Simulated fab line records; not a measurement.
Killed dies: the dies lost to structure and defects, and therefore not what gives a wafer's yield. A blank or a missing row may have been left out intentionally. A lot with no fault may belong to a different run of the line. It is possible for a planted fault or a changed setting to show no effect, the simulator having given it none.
A struck lot beside a sound one || flow nand_harc || 18 out of 1159 route steps
Sound: wafers L877.1, L877.2, L877.6. The struck wafers were L886.1, L886.3, L886.6. The cause comes at the end.
Order at every step that has rows: each side's tool, ch and its chambers, its first start. Under that, the readings that differ: sound wafers || struck wafers || difference of the means || sigmas: that difference in standard deviations of wafers without a fault.
alike: words and numbers the same on both sides, and readings whose means are apart by under 2 such deviations; not compared: readings that were withheld, readings missing a value for some wafer, numbers with overlapping values and no deviation given by the record, and bounds like >300 which may hide the same value.
A row with sigmas, a row that says differs or no value, or rows on one side alone: a step with any of these is where the two part. When numbers do not overlap yet have no deviation, they are printed without sigmas and do not part them. Lack of a reading on every wafer of one side parts them only where that side has two or more wafers.

first, 2 steps without rows for these wafers: NHARC_P_STI_SRD_39; NHARC_P_STI_OXIDE_40 (material SiO2, target thk 10 nm, ox time 1362 s).
NHARC_P_STI_INSPECT_25:
  sound on defect_inspect-02 at day 4 10:34; struck on defect_inspect-01 at day 6 23:53
  alike: raw_defect_count
then, 9 steps without rows for these wafers: NHARC_P_GATE_ETCH_69 (etches SiO2 in dHF, target depth 14 nm); NHARC_P_GATE_PRECLEAN_70 (cleans in SC1); NHARC_P_GATE_SRD_01; NHARC_P_GATE_OXIDE_02 (material SiO2, target thk 37.5 nm, ox time 365 s); NHARC_P_GATE_DEHYDRATE_03 (time 120 s); NHARC_P_GATE_HMDS_04 (time 30 s); NHARC_P_GATE_COAT_05; NHARC_P_GATE_SOFTBAKE_06 (time 95 s); NHARC_P_GATE_EBR_07.
NHARC_P_GATE_EXPOSE_08: exposes mask P HV.
  sound on krf_scanner-03 ch 0, day 4 18:41; struck on krf_scanner-04 ch 0, day 7 07:50
{"reading": "mask", "sound": "P_HV#0 P_HV#0 P_HV#0", "struck": "P_PSD#0 P_PSD#0 P_PSD#0", "difference": "differs", "sigmas": ""}
then, 2 steps without rows for these wafers: NHARC_P_GATE_PEB_09 (peb time 85 s); NHARC_P_GATE_DEVELOP_10 (time 70 s).
NHARC_P_GATE_CD_MEAS_11 targets a cd of 1640 nm.
  sound on cd_sem-03 ch 0, day 4 18:50; struck on cd_sem-02 ch 0, day 7 07:59
{"reading": "cd_nm (nm)", "sound": "1640.2 1639.0 1640.9", "struck": "- - -", "difference": "no value on the struck wafers", "sigmas": ""}
then, 1 step without rows for these wafers: NHARC_P_GATE_HARDBAKE_12 (time 80 s).
-- jump in the record: it breaks off in module P_GATE and resumes in module END (first step shown: number 1159 of the route), and 15 days separate the struck wafers' starts before and after --
NHARC_END_SORT_01:
  sound on prober-02 ch 0, day 21 05:07; struck on prober-01 ch 0, day 22 12:31
{"reading": "killed_at_periphery", "sound": "4 2 5", "struck": "650 656", "difference": "+649", "sigmas": "+99 or more"}
{"reading": "killed_dies", "sound": "12 22 17", "struck": "677 677", "difference": "+660", "sigmas": "+60"}
  alike: killed_at_array, killed_at_other, killed_open, killed_short

== WHERE THEY PART ==
Last at NHARC_END_SORT_01 as far as this record goes, first at NHARC_P_GATE_EXPOSE_08.

WHY: whatever the simulator had introduced
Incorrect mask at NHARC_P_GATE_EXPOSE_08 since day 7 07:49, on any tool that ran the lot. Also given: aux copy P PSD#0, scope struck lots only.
